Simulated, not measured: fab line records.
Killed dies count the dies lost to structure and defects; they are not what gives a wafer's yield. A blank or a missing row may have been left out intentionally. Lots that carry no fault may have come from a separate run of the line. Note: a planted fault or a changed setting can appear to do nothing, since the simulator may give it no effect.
A struck lot beside a sound one / flow nand_harc / 20 steps out of a route of 1159
Sound: wafers L714.2, L714.3, L714.5. Struck: wafer L721.3 (L721.4, L721.5, from the same lot, were not struck and are left out); the cause is given at the end.
For every step that has rows: the tool of each side, followed by ch and its chambers, followed by its first start. Under that, the readings that differ: sound wafers / struck wafers / difference of the means / sigmas: that difference in standard deviations of wafers without a fault.
alike: readings whose means differ by less than 2 such deviations, and words and numbers that are the same on both sides. not compared: withheld readings, readings that some wafer has no value for, bounds like >300 that may hide the same value, and numbers for which the record gives no deviation and whose values overlap.
The two part at a step that has a row with sigmas, a row that says differs or no value, or rows on one side only. When numbers do not overlap yet have no deviation, they are printed without sigmas and do not part them. Lack of a reading on every wafer of one side parts them only where that side has two or more wafers.

first, 7 steps without rows for these wafers: NHARC_A_ZERO_WELL_COAT_18 (time 65 s); NHARC_A_ZERO_WELL_COAT_04 (resist thk 600 nm); NHARC_A_ZERO_WELL_SOFTBAKE_05 (time 70 s); NHARC_A_ZERO_WELL_EBR_06; NHARC_A_ZERO_WELL_EXPOSE_07 (exposes mask A ZERO); NHARC_A_ZERO_WELL_PEB_08 (peb time 80 s); NHARC_A_ZERO_WELL_DEVELOP_09 (time 50 s).
NHARC_A_ZERO_WELL_CD_MEAS_10: target cd 2000 nm.
  sound on cd_sem-02 ch 0, day 9 19:52; struck on cd_sem-02 ch 0, day 10 23:37
reading=cd_nm (nm); sound=2003.0 2004.5 2004.7; struck=1999.6; difference=-4.5; sigmas=-2
then, 1 step without rows for these wafers: NHARC_A_ZERO_WELL_HARDBAKE_11 (time 65 s).
NHARC_A_ZERO_WELL_DESCUM_12: chemistry O2, time 3 s.
  sound on rie_diel-06 ch 1,2,3, day 9 20:01; struck on rie_diel-08 ch 1, day 10 23:46
  alike: drypump_motor_current_A, oes_product_au, rf_vpp_V, showerhead_plenum_p_Torr, throttle_valve_pct
  not compared: rf_hours_counter_h
NHARC_A_ZERO_WELL_ETCH_19: etches the open film in N2/H2, target depth 80 nm, overetch 24 nm, time 87.88 s.
  sound on rie_diel-06 ch 1,2,3, day 9 20:08; struck on rie_diel-08 ch 0, day 10 23:51
  alike: drypump_motor_current_A, oes_product_au, rf_vpp_V, showerhead_plenum_p_Torr, throttle_valve_pct
  not compared: rf_hours_counter_h
NHARC_A_ZERO_WELL_ETCH_13: etches the open film in HBr/Cl2, target depth 120 nm, time 40.1 s.
  sound on rie_si-01 ch 0,1,2, day 9 20:15; struck on rie_si-01 ch 0, day 10 23:59
  alike: drypump_motor_current_A, oes_product_au, throttle_valve_pct
  not compared: rf_hours_counter_h
NHARC_A_ZERO_WELL_STRIP_14: strips in SPM, time 900 s.
  sound on wet_bench-05 ch 1,3,5, day 9 20:24; struck on wet_bench-02 ch 3,6,7, day 11 00:08
then, 3 steps without rows for these wafers: NHARC_A_ZERO_WELL_IMPLANT_15; NHARC_A_ZERO_WELL_PRECLEAN_22 (cleans in SC1, time 60 s); NHARC_A_ZERO_WELL_SRD_23.
NHARC_A_ZERO_WELL_RTA_16: time 10 s.
  sound on rtp_anneal-02 ch 0, day 9 21:11; struck on rtp_anneal-01 ch 0, day 11 00:56
reading=wafer_temp_C_max; sound=1002.0 1004.0 1003.3; struck=1005.7; difference=+2.6; sigmas=+2
  alike: lamp_power_pct, lamp_zone_4_pct
NHARC_A_ZERO_WELL_INSPECT_17:
  sound on defect_inspect-02 at day 9 21:21; struck on defect_inspect-01 at day 11 01:05
reading=raw_defect_count; sound=8 15 22; struck=1089; difference=+1074; sigmas=+99 or more
then, 1 step without rows for these wafers: NHARC_A_SOURCE_PLATE_PRECLEAN_00 (cleans in HF-LAST, time 60 s).
-- jump in the record: it breaks off in module A_SOURCE_PLATE and resumes in module END (first step shown: number 1159 of the route), and 13 days separate the struck wafers' starts before and after --
NHARC_END_SORT_01:
  the record has rows for the struck wafers here (prober-01 ch 0, day 23 13:55) and none for the sound ones

== WHERE THEY PART ==
First at NHARC_A_ZERO_WELL_CD_MEAS_10; last, within this record, at NHARC_END_SORT_01.

WHY: whatever the simulator had introduced
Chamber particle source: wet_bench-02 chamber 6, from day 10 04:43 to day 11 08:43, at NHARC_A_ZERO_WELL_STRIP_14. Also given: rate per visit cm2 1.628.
